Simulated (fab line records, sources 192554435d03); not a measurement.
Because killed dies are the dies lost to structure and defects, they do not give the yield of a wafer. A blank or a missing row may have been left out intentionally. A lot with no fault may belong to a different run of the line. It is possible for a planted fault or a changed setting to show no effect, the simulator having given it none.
Split-lot study / flow n5_finfet / 7 lots, 21 wafers read, on a route of 1938 steps

SPLIT DETAILS
At N5_HKMG_FIN_DESCUM_53 (chemistry O2, time 7.9 s), the setting time_s was moved away from the recipe's 7.9 s on 6 of the 21 wafers read, by -16.4% to +14.7%. The other wafers ran this setting at the recipe's value.

The file shows no step between the split and the reading.

THE READING
CAR-ArF_of_HKMG_FIN_COAT_43.thk_nm (the simulator's own value, which no gauge read), in nm, at N5_HKMG_FIN_ETCH_54 (etches SiARC in CF4, target depth 45.5 nm, time 75.8 s). The file gives no usual value for it. The 15 wafers here that ran the recipe average 50.9 nm, standard deviation 0.25 nm.

wafer=L075.2; tool, chamber at the split=rie_diel-02, 3; time_s as run, s=7.9; against the recipe=recipe; CAR-ArF_of_HKMG_FIN_COAT_43.thk_nm, nm=50.6; against lot-mates on the recipe=-
wafer=L075.5; tool, chamber at the split=rie_diel-02, 2; time_s as run, s=7.9; against the recipe=recipe; CAR-ArF_of_HKMG_FIN_COAT_43.thk_nm, nm=51; against lot-mates on the recipe=-
wafer=L075.6; tool, chamber at the split=rie_diel-02, 3; time_s as run, s=6.605; against the recipe=-16.4%; CAR-ArF_of_HKMG_FIN_COAT_43.thk_nm, nm=51.8; against lot-mates on the recipe=+1.0
wafer=L081.2; tool, chamber at the split=rie_diel-05, 2; time_s as run, s=7.9; against the recipe=recipe; CAR-ArF_of_HKMG_FIN_COAT_43.thk_nm, nm=50.6; against lot-mates on the recipe=-
wafer=L081.3; tool, chamber at the split=rie_diel-05, 3; time_s as run, s=7.9; against the recipe=recipe; CAR-ArF_of_HKMG_FIN_COAT_43.thk_nm, nm=50.8; against lot-mates on the recipe=-
wafer=L081.6; tool, chamber at the split=rie_diel-05, 1; time_s as run, s=7.9; against the recipe=recipe; CAR-ArF_of_HKMG_FIN_COAT_43.thk_nm, nm=50.8; against lot-mates on the recipe=-
wafer=L083.1; tool, chamber at the split=rie_diel-05, 3; time_s as run, s=7.9; against the recipe=recipe; CAR-ArF_of_HKMG_FIN_COAT_43.thk_nm, nm=51.2; against lot-mates on the recipe=-
wafer=L083.4; tool, chamber at the split=rie_diel-05, 0; time_s as run, s=7.9; against the recipe=recipe; CAR-ArF_of_HKMG_FIN_COAT_43.thk_nm, nm=51; against lot-mates on the recipe=-
wafer=L083.5; tool, chamber at the split=rie_diel-05, 2; time_s as run, s=8.488; against the recipe=+7.4%; CAR-ArF_of_HKMG_FIN_COAT_43.thk_nm, nm=51; against lot-mates on the recipe=-0.1
wafer=L085.2; tool, chamber at the split=rie_diel-06, 2; time_s as run, s=7.9; against the recipe=recipe; CAR-ArF_of_HKMG_FIN_COAT_43.thk_nm, nm=50.8; against lot-mates on the recipe=-
wafer=L085.5; tool, chamber at the split=rie_diel-06, 2,3; time_s as run, s=7.9; against the recipe=recipe; CAR-ArF_of_HKMG_FIN_COAT_43.thk_nm, nm=51.2; against lot-mates on the recipe=-
wafer=L085.6; tool, chamber at the split=rie_diel-06, 2,3; time_s as run, s=7.9; against the recipe=recipe; CAR-ArF_of_HKMG_FIN_COAT_43.thk_nm, nm=51.2; against lot-mates on the recipe=-
wafer=L087.3; tool, chamber at the split=rie_diel-05, 2,1; time_s as run, s=7.9; against the recipe=recipe; CAR-ArF_of_HKMG_FIN_COAT_43.thk_nm, nm=51.4; against lot-mates on the recipe=-
wafer=L087.5; tool, chamber at the split=rie_diel-05, 2; time_s as run, s=7.9; against the recipe=recipe; CAR-ArF_of_HKMG_FIN_COAT_43.thk_nm, nm=51; against lot-mates on the recipe=-
wafer=L087.6; tool, chamber at the split=rie_diel-05, 2,1; time_s as run, s=7.9; against the recipe=recipe; CAR-ArF_of_HKMG_FIN_COAT_43.thk_nm, nm=51.2; against lot-mates on the recipe=-
wafer=L094.3; tool, chamber at the split=rie_diel-06, 1; time_s as run, s=7.9; against the recipe=recipe; CAR-ArF_of_HKMG_FIN_COAT_43.thk_nm, nm=50.8; against lot-mates on the recipe=-
wafer=L094.5; tool, chamber at the split=rie_diel-06, 2,3; time_s as run, s=8.783; against the recipe=+11.2%; CAR-ArF_of_HKMG_FIN_COAT_43.thk_nm, nm=50.2; against lot-mates on the recipe=-0.6
wafer=L094.6; tool, chamber at the split=rie_diel-06, 2,3; time_s as run, s=8.783; against the recipe=+11.2%; CAR-ArF_of_HKMG_FIN_COAT_43.thk_nm, nm=50.2; against lot-mates on the recipe=-0.6
wafer=L095.1; tool, chamber at the split=rie_diel-05, 0; time_s as run, s=9.065; against the recipe=+14.7%; CAR-ArF_of_HKMG_FIN_COAT_43.thk_nm, nm=49.4; against lot-mates on the recipe=-1.2
wafer=L095.4; tool, chamber at the split=rie_diel-05, 2; time_s as run, s=7.9; against the recipe=recipe; CAR-ArF_of_HKMG_FIN_COAT_43.thk_nm, nm=50.6; against lot-mates on the recipe=-
wafer=L095.5; tool, chamber at the split=rie_diel-05, 3; time_s as run, s=9.065; against the recipe=+14.7%; CAR-ArF_of_HKMG_FIN_COAT_43.thk_nm, nm=49.6; against lot-mates on the recipe=-1.0
Rows listing several chambers each stand for several wafers; the file does not say which wafer went through which chamber.

THE FIT
A straight line over all 21 wafers: CAR-ArF_of_HKMG_FIN_COAT_43.thk_nm changes by -0.0715 nm for each +1% of time_s; r = -0.86; the points scatter about the line by 0.3 nm.
The same after taking each lot's own level away (the mean of its wafers on the recipe; 21 wafers): -0.0628 nm for each +1%; r = -0.93; scatter 0.17 nm.
That fit puts the effect of the largest move of time_s on the reading at 1 nm.
From 50.60 to 51.20 nm: that is the span of the lots' own levels, equal to 2.4 times the standard deviation above.
Thus the slope moves with the lot-to-lot level: the two fits are different.
Check: for one of the wafers moved furthest among these (-16.4%), held out of the fit, the line's prediction against its lot-mates is +1.07 nm. Against them it came out at +1 nm.

THESE WAFERS: OTHER SPLITS
Other splits were also applied to these wafers ahead of the reading. Each is held against what the fit with the lots' levels taken away leaves over:
other split on the same wafers=N5_SD_EPI_P_COAT_35 spin_rpm; wafers away from the commonest value=8; r with CAR-ArF_of_HKMG_FIN_COAT_43.thk_nm (lot level and that fit taken away)=-0.10
other split on the same wafers=N5_SDB_EXPOSE_08 dose_mj; wafers away from the commonest value=4; r with CAR-ArF_of_HKMG_FIN_COAT_43.thk_nm (lot level and that fit taken away)=+0.16

THE WHOLE CHAIN: every reading that the file lists as answering this split, in the file's order
step=N5_HKMG_FIN_DESCUM_53; what it does=chemistry O2, time 7.9 s; reading=CAR-ArF_of_HKMG_FIN_COAT_43.thk_nm (the simulator's own value, which no gauge read); change (the file's fit)=-0.0563 nm for each +1% of the setting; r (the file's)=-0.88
step=N5_HKMG_FIN_ETCH_54; what it does=etches SiARC in CF4, target depth 45.5 nm, time 75.8 s; reading=CAR-ArF_of_HKMG_FIN_COAT_43.thk_nm (the simulator's own value, which no gauge read); change (the file's fit)=-0.0601 nm for each +1% of the setting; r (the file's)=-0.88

THE FILE'S OWN FIT
CAR-ArF_of_HKMG_FIN_COAT_43.thk_nm changes by -0.0601 nm for each +1% of time_s, r = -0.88.
